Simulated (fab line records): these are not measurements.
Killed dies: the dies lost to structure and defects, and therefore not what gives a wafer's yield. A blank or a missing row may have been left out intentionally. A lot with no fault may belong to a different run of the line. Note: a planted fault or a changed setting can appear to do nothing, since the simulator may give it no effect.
Matching of chambers    flow nandHarc    pecvd-02 running NHARC_P_CONTACT_DEP_30: 3 sister chambers
The step deposits SiNx, target thk 30 nm. 6 wafers are shown with their chamber, then 9 later ones without.

== EACH WAFER AND ITS CHAMBER ==
wafer   chamber  heaterPowerW (W)
L079.6  1        665
L084.1  1        640
L084.5  2        873
L089.2  0        537
L089.5  2        877
L089.6  0        526

== WAFERS WHOSE CHAMBER IS MISSING ==
wafer   heaterPowerW (W)
L090.2  763
L090.5  829
L090.6  528
L091.1  706
L091.5  899
L091.6  721
L093.1  739
L093.4  492
L093.6  904

== EACH ONE'S CHAMBER ==
wafer   from the rows above      in truth
L090.2  can't be placed: 1 or 2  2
L090.5  2                        2
L090.6  0                        0
L091.1  1                        1
L091.5  2                        2
L091.6  1                        1
L093.1  1                        1
L093.4  0                        0
L093.6  2                        2
Correct placement for 8 of the 9. Cannot be placed on the basis of these rows: 1; the candidates contain the true chamber in 1. 0 placed wrongly.
How it was worked out, from the rows above alone: a wafer's distance from a chamber is the root of the sum, over the readings, of the square of ((its reading less the chamber's mean) divided by the reading's scatter). The wafer belongs to the nearest chamber; if the next one is less than 2 further off, it can't be placed. The mean given for a chamber averages the wafers shown for that chamber. The scatter is the square root of a quotient: the sum, over the shown wafers, of each reading's squared deviation from its chamber's mean, divided by wafers minus chambers.
